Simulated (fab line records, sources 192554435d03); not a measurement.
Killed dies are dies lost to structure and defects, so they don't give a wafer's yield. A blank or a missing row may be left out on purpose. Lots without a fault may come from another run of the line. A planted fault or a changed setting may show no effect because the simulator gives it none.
fab line records | flow n5_finfet
record lots=7 wafers=21
route steps=1938 shown BEOL_M5@1123 BEOL_M7@1269
start_h: hours from the record's first day to the start of the lot's first wafer shown | wait_h: hours since the lot's step before | " the same as in the row above | L1.1+2: a row that stands for several wafers | - no value, or no start given | * or withheld: withheld | < > ~ a bound
route shown NAME@n: a module of which the file shows steps, and the number in the route of the first | usual: mean/standard deviation of fault-free wafers | same: alike in all rows | chamber/n: place in a boat | sites: the reading at each site | _std_site: their standard deviation | _edge_site: outer sites' mean less inner sites' | radius_mm: how far each site lies from the wafer's centre | mask NAME#n: copy n | behind: the tool/chamber that last shaped the wafer | hold: why the lot was held/for how many hours/how that ended | device: the transistor (n, p or np) that didn't switch | end of line: the same wafers' tests at the end of the route | a step without rows: its recipe alone | killed: dies lost to structure and defects at the first sort, not the wafer's yield | map: a wafer's dies, x killed, . not, _ none there
set.NAME: the setting as run; set.NAME@STEP: as run at that earlier step | model.NAME: the simulator's own value behind a step, which no gauge read
lots whose settings were changed on purpose; a table a step, a row a wafer
## steps
# step N5_BEOL_M5_EXPOSE_08
# recipe mask_id=M5 na=0.33 source_shape=annular sigma_inner=0.4 sigma_outer=0.8 polarization=unpolarized target_cd_nm=28 dose_mj=35.75
# columns lot.wafer tool chamber start_h wait_h mask set.dose_mj
L075.1+2+5 euv_scanner-01 0 186.16 - M5#0 35.75
L074.2 euv_scanner-01 0 187.43 - M5#0 33.57
L074.4+5 " 0 " " M5#0 35.75
L079.1+2 euv_scanner-02 0 196.25 - M5#0 36.7
L079.4 " 0 " " M5#0 35.75
L088.1 euv_scanner-01 0 255.63 - M5#0 35.75
L088.2+6 " 0 " " M5#0 36.61
L091.1+6 euv_scanner-01 0 283.02 - M5#0 35.75
L091.5 " 0 " " M5#0 37.84
L093.2+3+5 euv_scanner-01 0 287.99 - M5#0 35.75
L094.1+2+5 euv_scanner-02 0 295.69 - M5#0 35.75
# step N5_BEOL_M5_PEB_09
# recipe peb_temp_c=100 peb_time_s=60 resist=CAR-EUV
# step N5_BEOL_M5_DEVELOP_10
# recipe develop_time_s=30 developer=TMAH resist=CAR-EUV rinse_liquid=surfactant_rinse dry=air_spin dev_temp_c=23
# step N5_BEOL_M5_CD_MEAS_11
# recipe target_cd_nm=27.74 landing_energy_ev=500 detector=se_inlens
# usual cd_nm=28.14/0.26
# columns lot.wafer tool chamber start_h wait_h set.dose_mj@BEOL_M5_EXPOSE_08 cd_nm
L075.1 cd_sem-03 0 186.29 - 35.75 28.33
L075.2 " 0 " " 35.75 28.45
L075.5 " 0 " " 35.75 28.37
L074.2 cd_sem-02 0 187.56 - 33.57 26.76
L074.4 " 0 " " 35.75 27.98
L074.5 " 0 " " 35.75 28.20
L079.1 cd_sem-02 0 196.38 - 36.7 29.03
L079.2 " 0 " " 36.7 28.94
L079.4 " 0 " " 35.75 28.42
L088.1 cd_sem-03 0 255.76 - 35.75 28.34
L088.2 " 0 " " 36.61 28.98
L088.6 " 0 " " 36.61 28.90
L091.1 cd_sem-03 0 283.14 - 35.75 27.87
L091.5 " 0 " " 37.84 29.31
L091.6 " 0 " " 35.75 28.06
L093.2 cd_sem-02 0 288.11 - 35.75 28.26
L093.3 " 0 " " 35.75 27.98
L093.5 " 0 " " 35.75 28.02
L094.1 cd_sem-03 0 295.82 - 35.75 27.96
L094.2 " 0 " " 35.75 28.40
L094.5 " 0 " " 35.75 28.10
# step N5_BEOL_M5_DESCUM_16
# recipe chemistry=O2 time_s=7 source_power_w=50 bias_power_w=20 pressure_mtorr=20 rf_frequency_hz=2.712e+07 temp_c=40 resist=CAR-EUV o2_flow_sccm=225
# columns lot.wafer tool chamber start_h wait_h set.dose_mj@BEOL_M5_EXPOSE_08 model.BEOL_M5.cd_nm
L075.1+2 rie_diel-06 1,2 186.47 0.1 35.75 28.4
L075.5 " 3 " " 35.75 28.6
L074.2 rie_diel-06 0 187.89 0.2 33.57 26.6
L074.4 " 1 " " 35.75 28
L074.5 " 3 " " 35.75 28.2
L079.1 rie_diel-06 0 196.93 0.5 36.7 29
L079.2 " 3 " " 36.7 28.8
L079.4 " 2 " " 35.75 28.2
L088.1 rie_diel-04 2 256.11 0.3 35.75 28
L088.2+6 " 0,1 " " 36.61 28.6
L091.1 rie_diel-02 0 285.41 2.2 35.75 28
L091.5 " 3 " " 37.84 29.2
L091.6 " 2 " " 35.75 28.2
L093.2+3 rie_diel-06 3,2 288.44 0.2 35.75 28.2
L093.5 " 1 " " 35.75 28
L094.1 rie_diel-06 2 295.94 0.0 35.75 28.2
L094.2+5 " 1 " " 35.75 28
# step N5_BEOL_M5_ETCH_72
# recipe chemistry=N2/H2 target=underlayer target_depth_a=65 mask_material=CAR-EUV time_s=5.2 ion_energy_ev=200 pressure_mtorr=30 source_w=840 bias_w=150 n2_flow_sccm=200 h2_flow_sccm=200 ends=cleared
# columns lot.wafer tool chamber start_h wait_h set.dose_mj@BEOL_M5_EXPOSE_08 model.BEOL_M5.cd_nm
L075.1 rie_diel-06 1 186.50 0.0 35.75 28.2
L075.2 " 2 " " 35.75 28.4
L075.5 " 3 " " 35.75 28.6
L074.2 rie_diel-06 0 187.93 0.0 33.57 26.6
L074.4 " 1 " " 35.75 28
L074.5 " 3 " " 35.75 28.2
L079.1 rie_diel-06 0 196.97 0.0 36.7 29.2
L079.2 " 3 " " 36.7 28.8
L079.4 " 2 " " 35.75 28.2
L088.1 rie_diel-04 2 256.15 0.0 35.75 28
L088.2+6 " 0,1 " " 36.61 28.6
L091.1 rie_diel-02 0 285.44 0.0 35.75 28
L091.5 " 3 " " 37.84 29.2
L091.6 " 2 " " 35.75 28.2
L093.2+3 rie_diel-06 3,2 288.47 0.0 35.75 28.2
L093.5 " 1 " " 35.75 28
L094.1 rie_diel-06 2 295.98 0.0 35.75 28.2
L094.2+5 " 1 " " 35.75 28
# step N5_BEOL_M5_ETCH_61
# recipe chemistry=CF4 target=SiARC target_depth_a=156 mask_material=CAR-EUV time_s=26 ion_energy_ev=80 pressure_mtorr=40 source_w=545 bias_w=36 Ar_flow_sccm=100 cf4_flow_sccm=100 ends=cleared
# columns lot.wafer tool chamber start_h wait_h set.dose_mj@BEOL_M5_EXPOSE_08 model.BEOL_M5.cd_nm
L075.1 rie_diel-06 1 186.52 0.0 35.75 28.2
L075.2 " 2 " " 35.75 28.4
L075.5 " 3 " " 35.75 28.6
L074.2 rie_diel-06 0 187.95 0.0 33.57 26.8
L074.4 " 1 " " 35.75 27.8
L074.5 " 3 " " 35.75 28.2
L079.1 rie_diel-06 0 196.98 0.0 36.7 29.2
L079.2 " 3 " " 36.7 28.8
L079.4 " 2 " " 35.75 28.2
L088.1 rie_diel-04 2 256.16 0.0 35.75 28
L088.2+6 " 0,1 " " 36.61 28.6
L091.1+6 rie_diel-02 0,2 285.46 0.0 35.75 28
L091.5 " 3 " " 37.84 29.2
L093.2+3 rie_diel-06 3,2 288.49 0.0 35.75 28.2
L093.5 " 1 " " 35.75 28
L094.1 rie_diel-06 2 295.99 0.0 35.75 28.2
L094.2+5 " 1 " " 35.75 28
# step N5_BEOL_M5_ETCH_62
# recipe chemistry=N2/H2 target=SOC target_depth_a=750 overetch_a=150 mask_material=SiARC temp_c=40 time_s=112.5 ion_energy_ev=200 pressure_mtorr=30 source_w=840 bias_w=150 n2_flow_sccm=200 h2_flow_sccm=200
# step N5_BEOL_M5_STRIP_63
# recipe chemistry=N2/H2 temp_c=40 n2_flow_sccm=200 h2_flow_sccm=200 rf_frequency_hz=6e+07
# step N5_BEOL_M5_STRIP_73
# recipe chemistry=N2/H2 temp_c=40 n2_flow_sccm=200 h2_flow_sccm=200 rf_frequency_hz=6e+07
# step N5_BEOL_M5_STRIP_64
# recipe chemistry=CF4 resist=SiARC power_w=300 bias_power_w=75 pressure_mtorr=50 cf4_flow_sccm=150 rf_frequency_hz=6e+07
# step N5_BEOL_M5_HM_OPEN_17
# recipe chemistry=Cl2/BCl3 target_depth_a=200 overetch_a=60 target=TiN mask_material=SOC ion_energy_ev=150 pressure_mtorr=10 icp_w=1000 bias_w=126 Cl2_flow_sccm=53.25 bcl3_flow_sccm=21.75 Ar_flow_sccm=25
# columns lot.wafer tool chamber start_h wait_h set.target_thk_a@BEOL_M5_HM_DEP_02 model.etch.depth_nm
L075.1 rie_metal-01 1 186.72 0.0 200 20
L075.2 " 0 " " 200 19.98
L075.5 " 0 " " 200 19.92
L074.2 rie_metal-02 1 188.14 0.0 200 20.14
L074.4 " 1 " " 200 20.11
L074.5 " 0 " " 200 20.17
L079.1 rie_metal-01 0 197.19 0.0 200 19.97
L079.2+4 " 1 " " 200 20
L088.1 rie_metal-02 1 256.36 0.0 219.6 21.82
L088.2 " 0 " " 200 19.6
L088.6 " 1 " " 219.6 21.74
L091.1 rie_metal-02 1 285.65 0.0 200 20.32
L091.5 " 0 " " 189.6 19.09
L091.6 " 1 " " 200 20.19
L093.2 rie_metal-03 0 288.68 0.0 200 20.2
L093.3 " 0 " " 217.2 21.81
L093.5 " 1 " " 200 20.15
L094.1 rie_metal-03 1 296.19 0.0 184.9 18.29
L094.2 " 0 " " 200 19.7
L094.5 " 0 " " 200 19.63
# step N5_BEOL_M5_STRIP_19
# recipe chemistry=O2 power_w=400 temp_c=40 pressure_mtorr=30 rf_frequency_hz=6e+07 bias_power_w=0 overash_fraction=0.2 o2_flow_sccm=225
# step N5_BEOL_M5_CD_MEAS_18
# recipe pitch_nm=56 target_cd_nm=28
# usual cd_nm=28.12/0.26
# columns lot.wafer tool chamber start_h wait_h set.dose_mj@BEOL_M5_EXPOSE_08 cd_nm
L075.1 cd_sem-01 - 186.90 0.0 35.75 28.17
L075.2 " - " " 35.75 28.10
L075.5 " - " " 35.75 28.18
L074.2 cd_sem-02 - 188.55 0.1 33.57 26.50
L074.4 " - " " 35.75 28.34
L074.5 " - " " 35.75 28.01
L079.1 cd_sem-01 - 197.37 0.0 36.7 29.06
L079.2 " - " " 36.7 28.89
L079.4 " - " " 35.75 28.67
L088.1 cd_sem-01 - 256.69 0.0 35.75 27.64
L088.2 " - " " 36.61 28.60
L088.6 " - " " 36.61 28.48
L091.1 cd_sem-01 - 286.30 0.0 35.75 28.30
L091.5 " - " " 37.84 29.30
L091.6 " - " " 35.75 28.00
L093.2 cd_sem-01 - 289.11 0.1 35.75 27.96
L093.3 " - " " 35.75 28.25
L093.5 " - " " 35.75 28.30
L094.1 cd_sem-03 - 296.41 0.0 35.75 28.28
L094.2 " - " " 35.75 28.21
L094.5 " - " " 35.75 28.16
# step N5_BEOL_M5_COAT_65
# recipe resist=SOC temp_c=250 time_s=60 spin_rpm=1500 resist_thk_nm=60
# step N5_BEOL_M5_COAT_66
# recipe resist=SiARC temp_c=220 time_s=60 spin_rpm=1500 resist_thk_nm=12
# step N5_BEOL_M5_DESCUM_33
# recipe chemistry=O2 time_s=7 source_power_w=50 bias_power_w=20 pressure_mtorr=20 rf_frequency_hz=2.712e+07 temp_c=40 resist=CAR-EUV o2_flow_sccm=225
# step N5_BEOL_M5_ETCH_75
# recipe chemistry=N2/H2 target=underlayer target_depth_a=65 mask_material=CAR-EUV time_s=5.2 ion_energy_ev=200 pressure_mtorr=30 source_w=840 bias_w=150 n2_flow_sccm=200 h2_flow_sccm=200 ends=cleared
# step N5_BEOL_M5_ETCH_67
# recipe chemistry=CF4 target=SiARC target_depth_a=156 mask_material=CAR-EUV time_s=26 ion_energy_ev=80 pressure_mtorr=40 source_w=545 bias_w=36 Ar_flow_sccm=100 cf4_flow_sccm=100 ends=cleared
# columns lot.wafer tool chamber start_h wait_h set.dose_mj@BEOL_M5_EXPOSE_08 model.BEOL_M5.cd_nm
L075.1+2 rie_diel-02 2,1 187.69 0.0 35.75 28.6
L075.5 " 0 " " 35.75 28.4
L074.2 rie_diel-04 3 189.74 0.0 33.57 26.8
L074.4 " 0 " " 35.75 28.2
L074.5 " 3 " " 35.75 27.8
L079.1 rie_diel-06 0 200.57 0.0 36.7 29
L079.2 " 2 " " 36.7 28.6
L079.4 " 1 " " 35.75 28.6
L088.1 rie_diel-04 0 258.58 0.0 35.75 28
L088.2+6 " 2,1 " " 36.61 28.6
L091.1+6 rie_diel-02 1,0 287.18 0.0 35.75 28
L091.5 " 1 " " 37.84 29
L093.2 rie_diel-02 1 290.29 0.0 35.75 28.2
L093.3+5 " 2 " " 35.75 28.4
L094.1 rie_diel-02 1 297.75 0.0 35.75 28.2
L094.2+5 " 2,1 " " 35.75 27.8
# step N5_BEOL_M5_ETCH_68
# recipe chemistry=N2/H2 target=SOC target_depth_a=800 overetch_a=160 mask_material=SiARC temp_c=40 time_s=120 ion_energy_ev=200 pressure_mtorr=30 source_w=840 bias_w=150 n2_flow_sccm=200 h2_flow_sccm=200
# columns lot.wafer tool chamber start_h wait_h set.dose_mj@BEOL_M5_EXPOSE_08 model.BEOL_M5.cd_nm
L075.1 rie_diel-02 2 187.72 0.0 35.75 28.6
L075.2 " 1 " " 35.75 28.8
L075.5 " 0 " " 35.75 28.4
L074.2 rie_diel-04 3 189.77 0.0 33.57 27
L074.4+5 " 0,3 " " 35.75 28.2
L079.1 rie_diel-06 0 200.60 0.0 36.7 29.2
L079.2 " 2 " " 36.7 28.8
L079.4 " 1 " " 35.75 28.8
L088.1 rie_diel-04 0 258.61 0.0 35.75 28
L088.2+6 " 2,1 " " 36.61 28.8
L091.1+6 rie_diel-02 1,0 287.21 0.0 35.75 27.8
L091.5 " 1 " " 37.84 29
L093.2 rie_diel-02 1 290.32 0.0 35.75 28.2
L093.3+5 " 2 " " 35.75 28.4
L094.1 rie_diel-02 1 297.78 0.0 35.75 28
L094.2+5 " 2,1 " " 35.75 27.8
# step N5_BEOL_M5_TRENCH_ETCH_37
# recipe chemistry=C4F6/O2 target_depth_a=716.52 target=SiCOH_lowk time_s=24.7 ion_energy_ev=250 pressure_mtorr=30 source_w=345 bias_w=185 Ar_flow_sccm=300 C4F6_flow_sccm=10 O2_flow_sccm=10
# usual rf_vpp_V=668/5
# columns lot.wafer tool chamber start_h wait_h set.source_w set.target_thk_a@BEOL_M5_HM_DEP_02 rf_vpp_V model.etch.depth_nm model.BEOL_M5.feature_depth_nm model.TiN_of_BEOL_M5_HM_DEP_02.thk_nm
L075.1 rie_diel-02 2 - - 345 200 661 71.45 71.4 17.8
L075.2 " 1 " " 345 200 669 71.17 71.2 17.8
L075.5 " 0 " " 345 200 668 70.9 70.8 17.8
L074.2 rie_diel-04 3 - - 345 200 661 72.64 72.6 18
L074.4 " 0 " " 345 200 668 72.59 72.6 18
L074.5 " 3 " " 388.9 200 621 76.51 76.6 18
L079.1 rie_diel-06 0 - - 345 200 671 70.6 70.6 17.8
L079.2 " 2 " " 345 200 674 71.91 72 17.8
L079.4 " 1 " " 345 200 679 70.18 70.2 18
L088.1 rie_diel-04 0 - - 345 219.6 666 71.4 71.4 19.8
L088.2 " 2 " " 386.7 200 633 76.46 76.4 17.4
L088.6 " 1 " " 386.7 219.6 630 76.65 76.6 19.6
L091.1 rie_diel-02 1 - - 345 200 668 70.2 70.2 18.2
L091.5 " 1 " " 345 189.6 668 70.18 70.2 17
L091.6 " 0 " " 345 200 666 69.4 69.4 18.2
L093.2 rie_diel-02 1 - - 345 200 669 71.42 71.4 18
L093.3 " 2 " " 345 217.2 660 70.87 70.8 19.8
L093.5 " 2 " " 345 200 658 71.74 71.8 18
L094.1 rie_diel-02 1 - - 367.7 184.9 648 73.01 73 16.2
L094.2 " 2 " " 345 200 660 71.67 71.6 17.6
L094.5 " 1 " " 345 200 667 71.05 71 17.6
# step N5_BEOL_M5_ETCH_41
# recipe chemistry=CH3F/O2 target=SiCN target_depth_a=315 taper_deg=2 time_s=56.7 ion_energy_ev=120 mask_material=TiN pressure_mtorr=30 source_w=395 bias_w=75 Ar_flow_sccm=150 CH3F_flow_sccm=30 O2_flow_sccm=20
# usual rf_vpp_V=297.7/1.6
# columns lot.wafer tool chamber start_h wait_h set.source_w set.dose_mj@BEOL_M5_EXPOSE_08 rf_vpp_V model.BEOL_M5.cd_nm model.etch.depth_nm
L075.1 rie_diel-02 2 - - 395 35.75 295.9 28.2 21.55
L075.2 " 1 " " 395 35.75 297.0 28.2 21.46
L075.5 " 0 " " 395 35.75 299.0 28.4 21.06
L074.2 rie_diel-04 3 - - 395 33.57 297.3 26.4 21.69
L074.4 " 0 " " 395 35.75 298.7 28.2 21.56
L074.5 " 3 " " 448 35.75 285.0 28 22.73
L079.1 rie_diel-06 0 - - 395 36.7 298.5 29.2 21.3
L079.2 " 2 " " 418.2 36.7 292.9 28.8 22.03
L079.4 " 1 " " 395 35.75 298.7 28.2 21.15
L088.1 rie_diel-04 0 - - 395 35.75 300.9 28 21.19
L088.2 " 2 " " 395 36.61 297.9 28.8 21.74
L088.6 " 1 " " 395 36.61 300.1 28.6 21.85
L091.1 rie_diel-02 1 - - 455.6 35.75 282.3 28 22.37
L091.5 " 1 " " 455.6 37.84 283.1 29.2 22.39
L091.6 " 0 " " 395 35.75 296.7 27.8 20.89
L093.2 rie_diel-02 1 - - 395 35.75 298.2 28.2 21.3
L093.3 " 2 " " 344.6 35.75 308.8 28 20.51
L093.5 " 2 " " 344.6 35.75 309.5 28.2 20.51
L094.1 rie_diel-02 1 - - 395 35.75 298.0 28.4 21.21
L094.2 " 2 " " 324.6 35.75 316.1 28 19.78
L094.5 " 1 " " 324.6 35.75 315.0 27.8 19.82
# step N5_BEOL_M5_STRIP_91
# recipe chemistry=N2/H2 time_s=10 power_w=450 temp_c=40 pressure_mtorr=20 rf_frequency_hz=6e+07 bias_power_w=7 n2_flow_sccm=200 h2_flow_sccm=200
# step N5_BEOL_M5_OCD_MEAS_38
# usual trench_depth_nm=71.8/1.4
# columns lot.wafer tool chamber start_h wait_h set.source_w@BEOL_M5_TRENCH_ETCH_37 trench_depth_nm
L075.1 ocd-02 - 188.06 - 345 71.1
L075.2 " - " " 345 71.3
L075.5 " - " " 345 70.9
L074.2 ocd-01 - 190.11 - 345 72.6
L074.4 " - " " 345 72.5
L074.5 " - " " 388.9 77.2
L079.1 ocd-02 - 200.94 - 345 70.3
L079.2 " - " " 345 72.0
L079.4 " - " " 345 70.4
L088.1 ocd-02 - 258.95 - 345 71.5
L088.2 " - " " 386.7 77.2
L088.6 " - " " 386.7 76.9
L091.1 ocd-01 - 287.55 - 345 70.2
L091.5 " - " " 345 70.6
L091.6 " - " " 345 69.6
L093.2 ocd-02 - 290.66 - 345 71.0
L093.3 " - " " 345 71.3
L093.5 " - " " 345 72.0
L094.1 ocd-02 - 298.11 - 367.7 73.3
L094.2 " - " " 345 72.2
L094.5 " - " " 345 70.8
# step N5_BEOL_M5_HM_STRIP_39
# recipe chemistry=peroxide_tin_strip material=TiN target_depth_a=250 temp_c=50 time_s=158
# step N5_BEOL_M5_SRD_40
# recipe time_s=30 temp_c=23 rinse_liquid=diw dry=ipa_marangoni
# step N5_BEOL_M5_PRECLEAN_42
# recipe chemistry=residue_remover time_s=60 temp_c=40
# step N5_BEOL_M5_SRD_43
# recipe time_s=30 temp_c=23 rinse_liquid=diw dry=ipa_marangoni
# step N5_BEOL_M5_CD_MEAS_35
# recipe target_cd_nm=28 target_cd_y_nm=24 polarity=opening
# usual cd_nm=28.13/0.29
# columns lot.wafer tool chamber start_h wait_h set.dose_mj@BEOL_M5_EXPOSE_08 cd_nm
L075.1 cd_sem-03 - 188.21 0.0 35.75 28.18
L075.2 " - " " 35.75 28.50
L075.5 " - " " 35.75 28.70
L074.2 cd_sem-02 - 190.26 0.0 33.57 26.61
L074.4 " - " " 35.75 28.17
L074.5 " - " " 35.75 27.98
L079.1 cd_sem-03 - 201.10 0.0 36.7 29.19
L079.2 " - " " 36.7 28.60
L079.4 " - " " 35.75 28.24
L088.1 cd_sem-02 - 259.11 0.0 35.75 28.01
L088.2 " - " " 36.61 28.67
L088.6 " - " " 36.61 28.26
L091.1 cd_sem-01 - 287.71 0.0 35.75 27.97
L091.5 " - " " 37.84 29.32
L091.6 " - " " 35.75 27.70
L093.2 cd_sem-03 - 290.81 0.0 35.75 28.19
L093.3 " - " " 35.75 28.57
L093.5 " - " " 35.75 28.36
L094.1 cd_sem-01 - 298.27 0.0 35.75 28.11
L094.2 " - " " 35.75 27.97
L094.5 " - " " 35.75 27.88
# step N5_BEOL_M7_COAT_60
# recipe resist=SiARC temp_c=220 time_s=60 spin_rpm=1500 resist_thk_nm=35
# columns lot.wafer tool chamber start_h wait_h set.spin_rpm model.SiARC_of_BEOL_M7_COAT_60.thk_nm
L075.1+2+5 litho_track-01 0 - - 1500 35
L074.2+5 litho_track-01 0 - - 1626 33.8
L074.4 " 0 " " 1500 35.2
L079.1+2 litho_track-02 0 - - 1643 33.4
L079.4 " 0 " " 1500 35
L088.1 litho_track-02 0 - - 1500 34.8
L088.2 " 0 " " 1347 36.8
L088.6 " 0 " " 1500 35
L091.1+5+6 litho_track-03 0 - - 1500 35
L093.2 litho_track-01 0 - - 1500 35.2
L093.3+5 " 0 " " 1340 37.2
L094.1 litho_track-02 0 - - 1500 34.8
L094.2 " 0 " " 1500 35
L094.5 " 0 " " 1665 33.2
## key
split step=N5_BEOL_M5_EXPOSE_08 setting=dose_mj stated=35.75 by=wafer
response step=N5_BEOL_M5_CD_MEAS_11 reading=cd_nm change=+0.224 per=1% r=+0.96
response step=N5_BEOL_M5_DESCUM_16 reading=model.BEOL_M5.cd_nm change=+0.224 per=1% r=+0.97
response step=N5_BEOL_M5_ETCH_72 reading=model.BEOL_M5.cd_nm change=+0.227 per=1% r=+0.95
response step=N5_BEOL_M5_ETCH_61 reading=model.BEOL_M5.cd_nm change=+0.213 per=1% r=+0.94
response step=N5_BEOL_M5_CD_MEAS_18 reading=cd_nm change=+0.236 per=1% r=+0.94
response step=N5_BEOL_M5_ETCH_67 reading=model.BEOL_M5.cd_nm change=+0.18 per=1% r=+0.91
response step=N5_BEOL_M5_ETCH_68 reading=model.BEOL_M5.cd_nm change=+0.199 per=1% r=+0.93
response step=N5_BEOL_M5_ETCH_41 reading=model.BEOL_M5.cd_nm change=+0.259 per=1% r=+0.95
split step=N5_BEOL_M5_TRENCH_ETCH_37 setting=source_w stated=345 by=wafer
response step=N5_BEOL_M5_TRENCH_ETCH_37 reading=rf_vpp_V change=-3.06 per=1% r=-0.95
response step=N5_BEOL_M5_TRENCH_ETCH_37 reading=model.etch.depth_nm change=+0.349 per=1% r=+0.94
response step=N5_BEOL_M5_TRENCH_ETCH_37 reading=model.BEOL_M5.feature_depth_nm change=+0.352 per=1% r=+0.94
response step=N5_BEOL_M5_OCD_MEAS_38 reading=trench_depth_nm change=+0.393 per=1% r=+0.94
split step=N5_BEOL_M5_ETCH_41 setting=source_w stated=395 by=wafer
response step=N5_BEOL_M5_ETCH_41 reading=rf_vpp_V change=-0.94 per=1% r=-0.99
response step=N5_BEOL_M5_ETCH_41 reading=model.etch.depth_nm change=+0.0834 per=1% r=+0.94
split step=N5_BEOL_M7_COAT_60 setting=spin_rpm stated=1500 by=wafer
response step=N5_BEOL_M7_COAT_60 reading=model.SiARC_of_BEOL_M7_COAT_60.thk_nm change=-0.173 per=1% r=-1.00
split outside_this_file step=N5_BEOL_M5_HM_DEP_02 setting=target_thk_a
# split outside_this_file: this setting was split too, and the file shows its column; the key of that split is in another file
